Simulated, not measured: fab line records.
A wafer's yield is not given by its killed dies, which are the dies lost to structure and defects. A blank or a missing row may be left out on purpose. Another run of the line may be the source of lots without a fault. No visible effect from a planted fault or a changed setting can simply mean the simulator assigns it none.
fab line records ; flow nandHarc
[record] lots = 24; wafers = 72; lastDay = 25
route steps=1159 shown P_M0@272 P_M1@295
lots with no fault: from the same line, run without faults
startH: hours from the record's opening day to when the first of the lot's shown wafers began ; waitH: hours elapsed since this lot's preceding step ; " identical to the entry in the row above ; L1.1+2: a row that stands for several wafers ; - no value, or no start was given ; * or withheld: withheld ; < > ~ a bound
route shown NAME@n: NAME is a module with steps in the file, n the number in the route of the first one ; usual: mean/standard deviation of fault-free wafers ; same: alike in all rows ; chamber/n: place in a boat ; sites: readings site by site ; _std_site: how widely they spread, as a standard deviation ; _edge_site: the outer-site mean with the inner-site mean subtracted ; radiusMm: for every site, how far away it sits from the centre of the wafer ; mask NAME#n: copy n ; behind: tool/chamber where the wafer was last shaped ; hold: why the lot went on hold/how many hours it stayed there/how the hold came to an end ; device: which transistor (n, p or np) failed to switch ; end of line: the route-end tests of the same wafers ; a step with no rows: only its recipe ; killed: dies lost to structure and defects at the first sort, not the wafer's yield ; map: shows each die of a wafer: x if killed, . if not, _ if none is there
set.NAME: the run value of the setting; set.NAME@STEP: its run value at that earlier step ; model.NAME: the simulator's own value behind a step, which no gauge read
the route's steps for a sample of lots (tables are steps, rows are wafers)
services: the hour from which a tool's chamber was out of use, counted from the record's first day as startH (under 0 if before that day), plus the number of hours and why
[[steps]]
[step NHARC_P_M0_DEGAS_28]
[recipe] tempC = 250; timeS = 60
[usual] heaterPowerW = 334/37
lot.wafer;tool;chamber;startH;waitH;heaterPowerW
L074.2;pvdSputter-03;-;117.05;-;317
L074.4;pvdSputter-03;-;117.05;-;339
L074.3;pvdSputter-03;-;117.05;-;316
L075.3;pvdSputter-03;-;132.86;-;300
L075.4;pvdSputter-03;-;132.86;-;320
L075.1;pvdSputter-03;-;132.86;-;390
L077.3;pvdSputter-02;-;135.44;-;312
L077.1;pvdSputter-02;-;135.44;-;317
L077.5;pvdSputter-02;-;135.44;-;323
L076.1;pvdSputter-03;-;136.03;-;324
L076.3;pvdSputter-03;-;136.03;-;326
L076.6;pvdSputter-03;-;136.03;-;319
L078.2;pvdSputter-03;-;142.34;-;332
L078.5;pvdSputter-03;-;142.34;-;328
L078.6;pvdSputter-03;-;142.34;-;322
L079.1;pvdSputter-02;-;143.23;-;298
L079.4;pvdSputter-02;-;143.23;-;416
L079.5;pvdSputter-02;-;143.23;-;300
L080.2;pvdSputter-03;-;143.81;-;323
L080.5;pvdSputter-03;-;143.81;-;314
L080.6;pvdSputter-03;-;143.81;-;328
L081.2;pvdSputter-03;-;164.75;-;309
L081.5;pvdSputter-03;-;164.75;-;321
L081.6;pvdSputter-03;-;164.75;-;385
L082.2;pvdSputter-02;-;168.50;-;417
L082.1;pvdSputter-02;-;168.50;-;295
L082.6;pvdSputter-02;-;168.50;-;316
L083.3;pvdSputter-03;-;168.81;-;325
L083.4;pvdSputter-03;-;168.81;-;321
L083.5;pvdSputter-03;-;168.81;-;324
L084.1;pvdSputter-03;-;175.95;-;388
L084.5;pvdSputter-03;-;175.95;-;332
L084.6;pvdSputter-03;-;175.95;-;319
L085.3;pvdSputter-02;-;176.29;-;414
L085.2;pvdSputter-02;-;176.29;-;313
L085.4;pvdSputter-02;-;176.29;-;326
L087.3;pvdSputter-01;-;208.74;-;265
L087.4;pvdSputter-01;-;208.74;-;365
L087.2;pvdSputter-01;-;208.74;-;334
L086.4;pvdSputter-02;-;209.38;-;403
L086.3;pvdSputter-02;-;209.38;-;294
L086.6;pvdSputter-02;-;209.38;-;418
L088.2;pvdSputter-01;-;214.13;-;343
L088.5;pvdSputter-01;-;214.13;-;365
L088.6;pvdSputter-01;-;214.13;-;334
L089.4;pvdSputter-01;-;215.14;-;325
L089.3;pvdSputter-01;-;215.14;-;356
L089.5;pvdSputter-01;-;215.14;-;266
L090.4;pvdSputter-01;-;219.94;-;366
L090.1;pvdSputter-01;-;219.94;-;334
L090.3;pvdSputter-01;-;219.94;-;267
L091.3;pvdSputter-01;-;223.05;-;366
L091.2;pvdSputter-01;-;223.05;-;329
L091.4;pvdSputter-01;-;223.05;-;260
L092.1;pvdSputter-01;-;223.65;-;364
L092.2;pvdSputter-01;-;223.65;-;337
L092.5;pvdSputter-01;-;223.65;-;370
L093.4;pvdSputter-02;-;229.32;-;294
L093.2;pvdSputter-02;-;229.32;-;391
L093.5;pvdSputter-02;-;229.32;-;302
L094.3;pvdSputter-02;-;238.82;-;384
L094.1;pvdSputter-02;-;238.82;-;305
L094.5;pvdSputter-02;-;238.82;-;284
L095.4;pvdSputter-01;-;244.87;-;366
L095.2;pvdSputter-01;-;244.87;-;338
L095.6;pvdSputter-01;-;244.87;-;261
L096.1;pvdSputter-03;-;245.31;-;382
L096.3;pvdSputter-03;-;245.31;-;312
L096.5;pvdSputter-03;-;245.31;-;313
L097.4;pvdSputter-01;-;249.73;-;363
L097.2;pvdSputter-01;-;249.73;-;329
L097.3;pvdSputter-01;-;249.73;-;365
[step NHARC_P_M0_CMP_23]
[recipe] tOverpolishS = 20; targetThkNm = 117.53
[usual] edgeZonePressureFrac = 0.999/0.0052; motorCurrentA = 12.0/1.2; slurryFilterDpKPa = 13.49/0.14; timeToEndpointS = 30.3/2.9
lot.wafer;tool;chamber;startH;waitH;edgeZonePressureFrac;motorCurrentA;slurryFilterDpKPa;timeToEndpointS
L074.3;cmp-04;3;118.25;-;1.000;14.2;13.61;27.9
L074.4;cmp-04;0;118.25;-;1.003;11.8;13.24;34.3
L074.2;cmp-04;2;118.25;-;1.003;12.3;13.56;29.6
L075.1;cmp-04;0;134.27;-;1.002;11.4;13.56;34.9
L075.3;cmp-04;1;134.27;-;0.988;12.2;13.55;27.2
L075.4;cmp-04;3;134.27;-;1.004;14.0;13.51;32.8
L077.1;cmp-01;1;136.85;-;0.998;10.6;13.40;32.2
L077.3;cmp-01;2;136.85;-;0.988;11.5;13.38;26.4
L077.5;cmp-01;1;136.85;-;1.003;10.2;13.51;31.2
L076.3;cmp-04;3;137.14;-;0.995;14.2;13.30;31.7
L076.1;cmp-04;1;137.14;-;1.004;12.0;13.45;25.0
L076.6;cmp-04;3;137.14;-;0.996;13.6;13.46;32.0
L078.2;cmp-04;3;143.42;-;0.999;14.1;13.27;29.3
L078.5;cmp-04;3;143.42;-;1.000;13.7;13.44;30.0
L078.6;cmp-04;0;143.42;-;1.002;11.0;13.46;34.5
L079.1;cmp-02;1;144.35;-;0.994;11.2;13.55;27.6
L079.4;cmp-02;0;144.35;-;0.998;9.4;13.58;34.8
L079.5;cmp-02;2;144.35;-;1.000;13.0;13.37;26.5
L080.2;cmp-02;0;145.13;-;0.990;9.5;13.81;31.0
L080.5;cmp-02;1;145.13;-;0.996;11.9;13.58;26.4
L080.6;cmp-02;2;145.13;-;0.998;11.8;13.37;28.9
L081.2;cmp-01;3;165.85;-;1.005;12.9;13.33;27.1
L081.5;cmp-01;3;165.85;-;0.997;13.4;13.83;29.2
L081.6;cmp-01;0;165.85;-;0.997;12.5;13.68;32.2
L082.1;cmp-02;3;169.79;-;0.990;11.8;13.38;30.3
L082.2;cmp-02;1;169.79;-;0.994;11.0;13.65;27.7
L082.6;cmp-02;2;169.79;-;0.984;12.1;13.49;26.2
L083.3;cmp-04;1;169.92;-;1.003;11.8;13.35;27.0
L083.4;cmp-04;3;169.92;-;1.000;13.9;13.68;31.2
L083.5;cmp-04;1;169.92;-;1.001;11.5;13.45;27.5
L084.1;cmp-01;3;177.11;-;1.000;13.1;13.48;27.6
L084.6;cmp-01;1;177.11;-;1.005;10.4;13.65;32.9
L084.5;cmp-01;2;177.11;-;0.994;12.0;13.38;27.3
L085.3;cmp-04;2;177.40;-;0.997;12.1;13.50;30.7
L085.4;cmp-04;3;177.40;-;1.004;13.9;13.69;31.5
L085.2;cmp-04;0;177.40;-;0.998;12.1;13.59;36.4
L087.2;cmp-04;2;209.82;-;0.999;12.4;13.48;29.6
L087.4;cmp-04;3;209.82;-;0.999;13.3;13.39;29.5
L087.3;cmp-04;1;209.82;-;1.002;12.3;13.54;25.6
L086.4;cmp-02;0;210.49;-;0.996;9.0;13.44;35.5
L086.3;cmp-02;2;210.49;-;1.000;12.9;13.47;30.2
L086.6;cmp-02;0;210.49;-;0.997;9.3;13.51;33.1
L088.2;cmp-04;3;215.28;-;1.003;13.5;13.59;31.1
L088.5;cmp-04;1;215.28;-;0.991;11.9;13.45;24.4
L088.6;cmp-04;2;215.28;-;0.995;11.7;13.46;29.8
L089.4;cmp-01;1;216.39;-;1.002;9.8;13.29;32.7
L089.3;cmp-01;2;216.39;-;1.009;11.5;13.80;27.8
L089.5;cmp-01;1;216.39;-;1.007;10.4;13.67;33.5
L090.4;cmp-04;2;221.15;-;0.994;12.5;13.62;31.8
L090.1;cmp-04;3;221.15;-;1.002;13.0;13.49;30.2
L090.3;cmp-04;0;221.15;-;1.007;11.8;13.51;35.0
L091.2;cmp-01;2;224.13;-;1.003;11.6;13.34;27.4
L091.4;cmp-01;3;224.13;-;0.994;13.4;13.62;27.8
L091.3;cmp-01;1;224.13;-;1.001;9.7;13.50;32.5
L092.2;cmp-01;0;224.96;-;1.009;13.9;13.40;33.7
L092.1;cmp-01;2;224.96;-;0.999;10.9;13.51;27.9
L092.5;cmp-01;0;224.96;-;1.008;13.5;13.26;36.0
L093.4;cmp-02;0;230.83;-;0.991;9.4;13.40;31.8
L093.2;cmp-02;1;230.83;-;1.000;11.0;13.37;26.6
L093.5;cmp-02;3;230.83;-;0.994;12.3;13.73;28.1
L094.1;cmp-01;1;239.91;-;1.002;10.7;13.56;30.2
L094.3;cmp-01;3;239.91;-;0.993;13.4;13.43;27.5
L094.5;cmp-01;2;239.91;-;1.006;11.5;13.61;27.0
L095.2;cmp-01;1;245.95;-;1.005;10.0;13.43;34.8
L095.4;cmp-01;2;245.95;-;0.996;11.7;13.58;27.0
L095.6;cmp-01;1;245.95;-;1.003;10.5;13.57;32.8
L096.1;cmp-02;2;246.42;-;1.004;13.3;13.66;30.9
L096.3;cmp-02;3;246.42;-;1.005;11.7;13.63;34.8
L096.5;cmp-02;2;246.42;-;1.002;12.2;13.65;31.5
L097.4;cmp-01;0;250.81;-;1.000;13.1;13.60;32.0
L097.3;cmp-01;2;250.81;-;0.999;12.0;13.32;26.2
L097.2;cmp-01;3;250.81;-;1.006;13.1;13.48;28.2
[step NHARC_P_M1_CD_MEAS_09]
[recipe] targetCdNm = 130; landingEnergyEv = 500
[usual] cdNm = 129.7/0.89
lot.wafer;tool;chamber;startH;waitH;cdNm
L074.2;cdSem-03;0;120.13;-;129.6
L074.3;cdSem-03;0;120.13;-;130.4
L074.4;cdSem-03;0;120.13;-;131.6
L075.1;cdSem-01;0;136.14;-;128.1
L075.3;cdSem-01;0;136.14;-;129.1
L075.4;cdSem-01;0;136.14;-;129.5
L077.1;cdSem-03;0;138.67;-;129.7
L077.3;cdSem-03;0;138.67;-;130.2
L077.5;cdSem-03;0;138.67;-;129.1
L076.1;cdSem-02;0;138.91;-;130.6
L076.3;cdSem-02;0;138.91;-;130.4
L076.6;cdSem-02;0;138.91;-;129.6
L078.2;cdSem-03;0;145.20;-;127.9
L078.5;cdSem-03;0;145.20;-;128.7
L078.6;cdSem-03;0;145.20;-;129.0
L079.1;cdSem-03;0;146.19;-;129.1
L079.4;cdSem-03;0;146.19;-;131.2
L079.5;cdSem-03;0;146.19;-;130.5
L080.2;cdSem-03;0;146.86;-;130.1
L080.5;cdSem-03;0;146.86;-;130.2
L080.6;cdSem-03;0;146.86;-;130.9
L081.2;cdSem-03;0;167.70;-;130.8
L081.5;cdSem-03;0;167.70;-;130.5
L081.6;cdSem-03;0;167.70;-;130.5
L082.1;cdSem-01;0;171.77;-;129.7
L082.2;cdSem-01;0;171.77;-;129.9
L082.6;cdSem-01;0;171.77;-;130.1
L083.3;cdSem-03;0;172.47;-;129.5
L083.4;cdSem-03;0;172.47;-;128.9
L083.5;cdSem-03;0;172.47;-;129.7
L084.1;cdSem-03;0;179.09;-;130.8
L084.5;cdSem-03;0;179.09;-;130.7
L084.6;cdSem-03;0;179.09;-;129.6
L085.2;cdSem-03;0;179.37;-;129.7
L085.3;cdSem-03;0;179.37;-;130.5
L085.4;cdSem-03;0;179.37;-;130.5
L087.2;cdSem-03;0;211.69;-;130.6
L087.3;cdSem-03;0;211.69;-;130.0
L087.4;cdSem-03;0;211.69;-;130.2
L086.3;cdSem-03;0;212.32;-;130.4
L086.4;cdSem-03;0;212.32;-;130.5
L086.6;cdSem-03;0;212.32;-;129.9
L088.2;cdSem-01;0;217.45;-;130.5
L088.5;cdSem-01;0;217.45;-;130.6
L088.6;cdSem-01;0;217.45;-;129.5
L089.3;cdSem-02;0;218.21;-;129.8
L089.4;cdSem-02;0;218.21;-;130.2
L089.5;cdSem-02;0;218.21;-;129.8
L090.1;cdSem-02;0;222.90;-;128.9
L090.3;cdSem-02;0;222.90;-;128.8
L090.4;cdSem-02;0;222.90;-;128.7
L091.2;cdSem-02;0;225.99;-;128.5
L091.3;cdSem-02;0;225.99;-;128.0
L091.4;cdSem-02;0;225.99;-;128.2
L092.1;cdSem-01;0;226.67;-;130.3
L092.2;cdSem-01;0;226.67;-;130.6
L092.5;cdSem-01;0;226.67;-;130.0
L093.2;cdSem-02;0;232.65;-;129.7
L093.4;cdSem-02;0;232.65;-;129.9
L093.5;cdSem-02;0;232.65;-;130.8
L094.1;cdSem-03;0;242.09;-;128.7
L094.3;cdSem-03;0;242.09;-;128.9
L094.5;cdSem-03;0;242.09;-;127.5
L095.2;cdSem-03;0;248.36;-;130.5
L095.4;cdSem-03;0;248.36;-;130.0
L095.6;cdSem-03;0;248.36;-;130.8
L096.1;cdSem-03;0;248.55;-;129.4
L096.3;cdSem-03;0;248.55;-;129.0
L096.5;cdSem-03;0;248.55;-;128.6
L097.2;cdSem-02;0;252.66;-;129.6
L097.3;cdSem-02;0;252.66;-;130.1
L097.4;cdSem-02;0;252.66;-;129.9
[step NHARC_P_M1_INSPECT_11]
[usual] rawDefectCount = 4.0/2.3
lot.wafer;tool;chamber;startH;waitH;rawDefectCount
L074.2;defectInspect-01;-;120.27;0.1;5
L074.3;defectInspect-01;-;120.27;0.1;0
L074.4;defectInspect-01;-;120.27;0.1;7
L075.1;defectInspect-01;-;136.26;0.0;5
L075.3;defectInspect-01;-;136.26;0.0;1
L075.4;defectInspect-01;-;136.26;0.0;5
L077.1;defectInspect-02;-;138.80;0.0;4
L077.3;defectInspect-02;-;138.80;0.0;7
L077.5;defectInspect-02;-;138.80;0.0;7
L076.1;defectInspect-02;-;139.03;0.0;6
L076.3;defectInspect-02;-;139.03;0.0;5
L076.6;defectInspect-02;-;139.03;0.0;3
L078.2;defectInspect-02;-;145.33;0.0;2
L078.5;defectInspect-02;-;145.33;0.0;2
L078.6;defectInspect-02;-;145.33;0.0;6
L079.1;defectInspect-02;-;146.32;0.0;3
L079.4;defectInspect-02;-;146.32;0.0;6
L079.5;defectInspect-02;-;146.32;0.0;4
L080.2;defectInspect-02;-;146.98;0.0;1
L080.5;defectInspect-02;-;146.98;0.0;3
L080.6;defectInspect-02;-;146.98;0.0;2
L081.2;defectInspect-01;-;167.82;0.0;3
L081.5;defectInspect-01;-;167.82;0.0;4
L081.6;defectInspect-01;-;167.82;0.0;2
L082.1;defectInspect-02;-;171.89;0.0;3
L082.2;defectInspect-02;-;171.89;0.0;5
L082.6;defectInspect-02;-;171.89;0.0;1
L083.3;defectInspect-01;-;172.59;0.0;2
L083.4;defectInspect-01;-;172.59;0.0;2
L083.5;defectInspect-01;-;172.59;0.0;3
L084.1;defectInspect-02;-;179.21;0.0;1
L084.5;defectInspect-02;-;179.21;0.0;2
L084.6;defectInspect-02;-;179.21;0.0;5
L085.2;defectInspect-02;-;179.49;0.0;1
L085.3;defectInspect-02;-;179.49;0.0;8
L085.4;defectInspect-02;-;179.49;0.0;4
L087.2;defectInspect-02;-;211.82;0.0;2
L087.3;defectInspect-02;-;211.82;0.0;7
L087.4;defectInspect-02;-;211.82;0.0;4
L086.3;defectInspect-02;-;212.44;0.0;2
L086.4;defectInspect-02;-;212.44;0.0;0
L086.6;defectInspect-02;-;212.44;0.0;7
L088.2;defectInspect-01;-;217.57;0.0;0
L088.5;defectInspect-01;-;217.57;0.0;2
L088.6;defectInspect-01;-;217.57;0.0;9
L089.3;defectInspect-01;-;218.33;0.0;4
L089.4;defectInspect-01;-;218.33;0.0;4
L089.5;defectInspect-01;-;218.33;0.0;4
L090.1;defectInspect-01;-;223.03;0.0;5
L090.3;defectInspect-01;-;223.03;0.0;5
L090.4;defectInspect-01;-;223.03;0.0;0
L091.2;defectInspect-02;-;226.11;0.0;2
L091.3;defectInspect-02;-;226.11;0.0;1
L091.4;defectInspect-02;-;226.11;0.0;2
L092.1;defectInspect-02;-;226.80;0.0;8
L092.2;defectInspect-02;-;226.80;0.0;4
L092.5;defectInspect-02;-;226.80;0.0;1
L093.2;defectInspect-02;-;232.78;0.0;2
L093.4;defectInspect-02;-;232.78;0.0;4
L093.5;defectInspect-02;-;232.78;0.0;9
L094.1;defectInspect-01;-;242.21;0.0;4
L094.3;defectInspect-01;-;242.21;0.0;6
L094.5;defectInspect-01;-;242.21;0.0;8
L095.2;defectInspect-01;-;248.49;0.0;8
L095.4;defectInspect-01;-;248.49;0.0;5
L095.6;defectInspect-01;-;248.49;0.0;5
L096.1;defectInspect-02;-;248.68;0.0;7
L096.3;defectInspect-02;-;248.68;0.0;12
L096.5;defectInspect-02;-;248.68;0.0;5
L097.2;defectInspect-01;-;252.78;0.0;1
L097.3;defectInspect-01;-;252.78;0.0;2
L097.4;defectInspect-01;-;252.78;0.0;5
[step NHARC_P_M1_CD_MEAS_16]
[usual] cdNm = 129.2/1.1
lot.wafer;tool;chamber;startH;waitH;cdNm
L074.2;cdSem-02;-;120.64;-;129.6
L074.3;cdSem-02;-;120.64;-;128.9
L074.4;cdSem-02;-;120.64;-;132.2
L075.1;cdSem-02;-;136.64;-;127.7
L075.3;cdSem-02;-;136.64;-;128.7
L075.4;cdSem-02;-;136.64;-;129.1
L077.1;cdSem-03;-;139.17;-;129.1
L077.3;cdSem-03;-;139.17;-;130.2
L077.5;cdSem-03;-;139.17;-;130.4
L076.1;cdSem-01;-;139.40;-;130.8
L076.3;cdSem-01;-;139.40;-;130.8
L076.6;cdSem-01;-;139.40;-;129.3
L078.2;cdSem-01;-;145.69;-;128.0
L078.5;cdSem-01;-;145.69;-;127.3
L078.6;cdSem-01;-;145.69;-;129.0
L079.1;cdSem-03;-;146.70;-;127.6
L079.4;cdSem-03;-;146.70;-;130.5
L079.5;cdSem-03;-;146.70;-;130.2
L080.2;cdSem-01;-;147.37;-;131.4
L080.5;cdSem-01;-;147.37;-;130.1
L080.6;cdSem-01;-;147.37;-;131.3
L081.2;cdSem-02;-;168.19;-;130.5
L081.5;cdSem-02;-;168.19;-;129.6
L081.6;cdSem-02;-;168.19;-;130.0
L082.1;cdSem-02;-;172.26;-;128.7
L082.2;cdSem-02;-;172.26;-;129.9
L082.6;cdSem-02;-;172.26;-;129.1
L083.3;cdSem-02;-;172.96;-;129.3
L083.4;cdSem-02;-;172.96;-;128.7
L083.5;cdSem-02;-;172.96;-;128.4
L084.1;cdSem-01;-;179.58;-;130.1
L084.5;cdSem-01;-;179.58;-;130.3
L084.6;cdSem-01;-;179.58;-;128.7
L085.2;cdSem-02;-;179.86;-;130.1
L085.3;cdSem-02;-;179.86;-;130.5
L085.4;cdSem-02;-;179.86;-;129.8
L087.2;cdSem-01;-;212.18;-;130.6
L087.3;cdSem-01;-;212.18;-;128.9
L087.4;cdSem-01;-;212.18;-;131.0
L086.3;cdSem-02;-;212.81;-;130.4
L086.4;cdSem-02;-;212.81;-;131.6
L086.6;cdSem-02;-;212.81;-;130.5
L088.2;cdSem-03;-;217.94;-;130.2
L088.5;cdSem-03;-;217.94;-;129.5
L088.6;cdSem-03;-;217.94;-;128.8
L089.3;cdSem-02;-;219.19;-;128.2
L089.4;cdSem-02;-;219.19;-;129.2
L089.5;cdSem-02;-;219.19;-;127.9
L090.1;cdSem-03;-;223.40;-;128.0
L090.3;cdSem-03;-;223.40;-;127.8
L090.4;cdSem-03;-;223.40;-;128.1
L091.2;cdSem-01;-;226.48;-;127.1
L091.3;cdSem-01;-;226.48;-;127.4
L091.4;cdSem-01;-;226.48;-;127.4
L092.1;cdSem-01;-;227.16;-;128.8
L092.2;cdSem-01;-;227.16;-;129.2
L092.5;cdSem-01;-;227.16;-;129.4
L093.2;cdSem-02;-;233.28;0.2;129.5
L093.4;cdSem-02;-;233.28;0.2;128.7
L093.5;cdSem-02;-;233.28;0.2;129.9
L094.1;cdSem-02;-;242.58;-;129.4
L094.3;cdSem-02;-;242.58;-;128.1
L094.5;cdSem-02;-;242.58;-;126.3
L095.2;cdSem-02;-;248.85;-;128.6
L095.4;cdSem-02;-;248.85;-;128.8
L095.6;cdSem-02;-;248.85;-;129.5
L096.1;cdSem-03;-;249.05;-;128.8
L096.3;cdSem-03;-;249.05;-;130.1
L096.5;cdSem-03;-;249.05;-;129.0
L097.2;cdSem-03;-;253.15;-;128.2
L097.3;cdSem-03;-;253.15;-;130.6
L097.4;cdSem-03;-;253.15;-;129.6
[step NHARC_P_M1_INSPECT_27]
[usual] rawDefectCount = 316/110
lot.wafer;tool;chamber;startH;waitH;rawDefectCount
L074.2;defectInspect-01;-;122.91;0.0;559
L074.3;defectInspect-01;-;122.91;0.0;260
L074.4;defectInspect-01;-;122.91;0.0;593
L075.1;defectInspect-01;-;138.97;0.0;253
L075.3;defectInspect-01;-;138.97;0.0;251
L075.4;defectInspect-01;-;138.97;0.0;394
L077.1;defectInspect-02;-;141.42;0.0;333
L077.3;defectInspect-02;-;141.42;0.0;159
L077.5;defectInspect-02;-;141.42;0.0;195
L076.1;defectInspect-02;-;141.70;0.0;314
L076.3;defectInspect-02;-;141.70;0.0;273
L076.6;defectInspect-02;-;141.70;0.0;337
L078.2;defectInspect-02;-;148.00;0.0;268
L078.5;defectInspect-02;-;148.00;0.0;280
L078.6;defectInspect-02;-;148.00;0.0;255
L079.1;defectInspect-02;-;149.00;0.0;144
L079.4;defectInspect-02;-;149.00;0.0;381
L079.5;defectInspect-02;-;149.00;0.0;251
L080.2;defectInspect-02;-;149.63;0.0;271
L080.5;defectInspect-02;-;149.63;0.0;299
L080.6;defectInspect-02;-;149.63;0.0;336
L081.2;defectInspect-02;-;170.55;0.0;233
L081.5;defectInspect-02;-;170.55;0.0;263
L081.6;defectInspect-02;-;170.55;0.0;204
L082.1;defectInspect-02;-;174.52;0.0;420
L082.2;defectInspect-02;-;174.52;0.0;256
L082.6;defectInspect-02;-;174.52;0.0;368
L083.3;defectInspect-02;-;175.38;0.0;291
L083.4;defectInspect-02;-;175.38;0.0;398
L083.5;defectInspect-02;-;175.38;0.0;265
L084.1;defectInspect-02;-;181.85;0.0;176
L084.5;defectInspect-02;-;181.85;0.0;207
L084.6;defectInspect-02;-;181.85;0.0;319
L085.2;defectInspect-02;-;182.16;0.0;372
L085.3;defectInspect-02;-;182.16;0.0;394
L085.4;defectInspect-02;-;182.16;0.0;237
L087.2;defectInspect-02;-;214.47;0.0;186
L087.3;defectInspect-02;-;214.47;0.0;308
L087.4;defectInspect-02;-;214.47;0.0;350
L086.3;defectInspect-01;-;215.08;0.0;323
L086.4;defectInspect-01;-;215.08;0.0;494
L086.6;defectInspect-01;-;215.08;0.0;565
L088.2;defectInspect-02;-;220.21;0.0;326
L088.5;defectInspect-02;-;220.21;0.0;260
L088.6;defectInspect-02;-;220.21;0.0;497
L089.3;defectInspect-01;-;221.52;0.0;466
L089.4;defectInspect-01;-;221.52;0.0;208
L089.5;defectInspect-01;-;221.52;0.0;348
L090.1;defectInspect-02;-;225.68;0.0;521
L090.3;defectInspect-02;-;225.68;0.0;631
L090.4;defectInspect-02;-;225.68;0.0;373
L091.2;defectInspect-01;-;229.34;0.0;315
L091.3;defectInspect-01;-;229.34;0.0;244
L091.4;defectInspect-01;-;229.34;0.0;165
L092.1;defectInspect-02;-;229.46;0.0;366
L092.2;defectInspect-02;-;229.46;0.0;342
L092.5;defectInspect-02;-;229.46;0.0;366
L093.2;defectInspect-02;-;235.65;0.0;422
L093.4;defectInspect-02;-;235.65;0.0;484
L093.5;defectInspect-02;-;235.65;0.0;582
L094.1;defectInspect-01;-;244.91;0.0;247
L094.3;defectInspect-01;-;244.91;0.0;199
L094.5;defectInspect-01;-;244.91;0.0;202
L095.2;defectInspect-02;-;251.14;0.0;209
L095.4;defectInspect-02;-;251.14;0.0;239
L095.6;defectInspect-02;-;251.14;0.0;257
L096.1;defectInspect-01;-;251.62;0.0;231
L096.3;defectInspect-01;-;251.62;0.0;181
L096.5;defectInspect-01;-;251.62;0.0;305
L097.2;defectInspect-02;-;255.61;0.0;257
L097.3;defectInspect-02;-;255.61;0.0;262
L097.4;defectInspect-02;-;255.61;0.0;256
[[services]]
tool;chamber;startH;hours;kind
pvdSputter-01;-;99.53;1.9;repair
pvdSputter-03;-;102.04;10.0;pm
cmp-04;-;105.00;4.0;pm
cmp-04;-;109.00;-;consumableReplace:conditioner
cmp-04;-;109.00;-;consumableReplace:pad
pvdSputter-01;-;115.44;0.8;repair
cmp-01;-;118.03;2.0;repair
pvdSputter-03;-;125.88;5.1;repair
cmp-04;-;128.46;0.8;repair
cmp-02;-;128.50;4.0;pm
cmp-01;-;151.78;2.0;repair
pvdSputter-01;-;158.01;10.0;pm
cmp-04;-;164.54;1.4;repair
cmp-01;-;179.50;4.0;pm
cmp-01;-;183.50;-;consumableReplace:conditioner
cmp-01;-;183.50;-;consumableReplace:pad
pvdSputter-03;-;198.68;17.0;repair
cmp-04;-;203.00;4.0;pm
cmp-04;-;207.00;-;consumableReplace:conditioner
cmp-04;-;207.00;-;consumableReplace:pad
pvdSputter-02;-;214.00;10.0;pm
cmp-02;-;226.50;4.0;pm
pvdSputter-02;-;229.81;2.5;repair
cmp-04;-;249.01;1.4;repair
[[key]]
fault none
